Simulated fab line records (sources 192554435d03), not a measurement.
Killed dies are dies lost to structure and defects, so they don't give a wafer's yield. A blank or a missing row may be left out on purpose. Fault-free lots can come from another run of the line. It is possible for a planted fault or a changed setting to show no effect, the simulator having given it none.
Chamber matching | flow n5Finfet | 3 sister chambers for N5_BEOL_M7_CURE_75 on uvCure-02
The step cures SiCOH lowk, time 120 s. 6 wafers are shown with their chamber, then 9 later ones without.

== EACH WAFER AND ITS CHAMBER ==
wafer  | chamber | wafer_temp_C_max | lampPowerPct (%)
L074.5 | 1       | 370.8            | 52.36
L074.6 | 1       | 371.2            | 52.32
L087.3 | 2       | 371.7            | 52.25
L087.6 | 2       | 371.6            | 52.33
L088.5 | 0       | 373.2            | 52.38
L088.6 | 0       | 373.5            | 52.34

== WAFERS WHOSE CHAMBER IS MISSING ==
wafer  | wafer_temp_C_max | lampPowerPct (%)
L095.2 | 372.6            | 52.40
L095.3 | 372.6            | 52.38
L095.5 | 372.7            | 52.25
L094.1 | 371.8            | 52.30
L094.2 | 371.8            | 52.32
L094.6 | 371.8            | 52.33
L094.3 | 371.5            | 52.36
L094.4 | 371.8            | 52.30
L094.5 | 372.4            | 52.24

== WHICH CHAMBER EACH ONE RAN IN ==
wafer  | from the rows above     | in truth
L095.2 | can't be placed: 0 or 2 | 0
L095.3 | can't be placed: 0 or 2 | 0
L095.5 | can't be placed: 0 or 2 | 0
L094.1 | 2                       | 2
L094.2 | 2                       | 2
L094.6 | 2                       | 2
L094.3 | can't be placed: 2 or 1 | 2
L094.4 | 2                       | 2
L094.5 | can't be placed: 2 or 0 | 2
4 of 9 placed correctly. From these rows, 5 cannot be placed; in 5 the true chamber is one of the candidates. Number placed wrongly: 0.
How it was worked out, from the rows above alone: a wafer's distance from a chamber is the root of the sum, over the readings, of the square of ((its reading less the chamber's mean) divided by the reading's scatter). If the next closest chamber is less than 2 further off than the closest, the wafer can't be placed; otherwise it belongs to the closest. For every chamber, the mean is computed from those of its wafers that are shown. The scatter is the square root of a quotient: the sum, over the shown wafers, of each reading's squared deviation from its chamber's mean, divided by wafers minus chambers.
